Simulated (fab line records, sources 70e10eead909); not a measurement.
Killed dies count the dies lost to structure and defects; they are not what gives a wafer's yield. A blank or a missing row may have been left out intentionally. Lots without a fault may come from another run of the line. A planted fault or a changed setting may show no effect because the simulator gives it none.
Matching of chambers	flow nand-harc	4 sister chambers for NHARC_P_CONTACT_ALD_22 on ald-metal-04
The step deposits TiN, target thk 3 nm, pulse time 1 s, ald cycles 150. 7 wafers are shown with their chamber, then 7 later ones without.

## WAFERS WITH THEIR CHAMBER
wafer	chamber	heater-power-w (W)	precursor-pulse-height-rel
L451.1	0	1069	1.019
L453.3	0	1068	1.015
L453.4	1	1051	1.000
L455.2	3	967	1.013
L455.6	2	1142	1.019
L456.1	2	1120	1.006
L456.2	3	964	1.001

## WAFERS WITHOUT THEIR CHAMBER
wafer	heater-power-w (W)	precursor-pulse-height-rel
L456.4	1027	1.011
L458.2	991	1.006
L458.4	1031	1.044
L458.5	977	1.008
L462.1	1057	0.985
L462.5	1051	1.020
L462.6	1059	1.005

## WHICH CHAMBER EACH WENT THROUGH
wafer	from the rows above	in truth
L456.4	can't be placed: 1 or 0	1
L458.2	3	3
L458.4	can't be placed: 0 or 1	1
L458.5	3	3
L462.1	1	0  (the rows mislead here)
L462.5	can't be placed: 0 or 1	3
L462.6	can't be placed: 1 or 0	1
Correctly placed: 2 of 7. Unplaceable from these rows: 4, with the true chamber sitting among the candidates in 3. Wrongly placed: 1.
How it was worked out, from the rows above alone: a wafer's distance from a chamber is the root of the sum, over the readings, of the square of ((its reading less the chamber's mean) divided by the reading's scatter). If the next closest chamber is less than 2 further off than the closest, the wafer can't be placed; otherwise it belongs to the closest. For every chamber, the mean is computed from those of its wafers that are shown. The scatter: take each reading less its chamber's mean, square it, sum over the shown wafers, divide by the number of wafers less the number of chambers, and take the root.
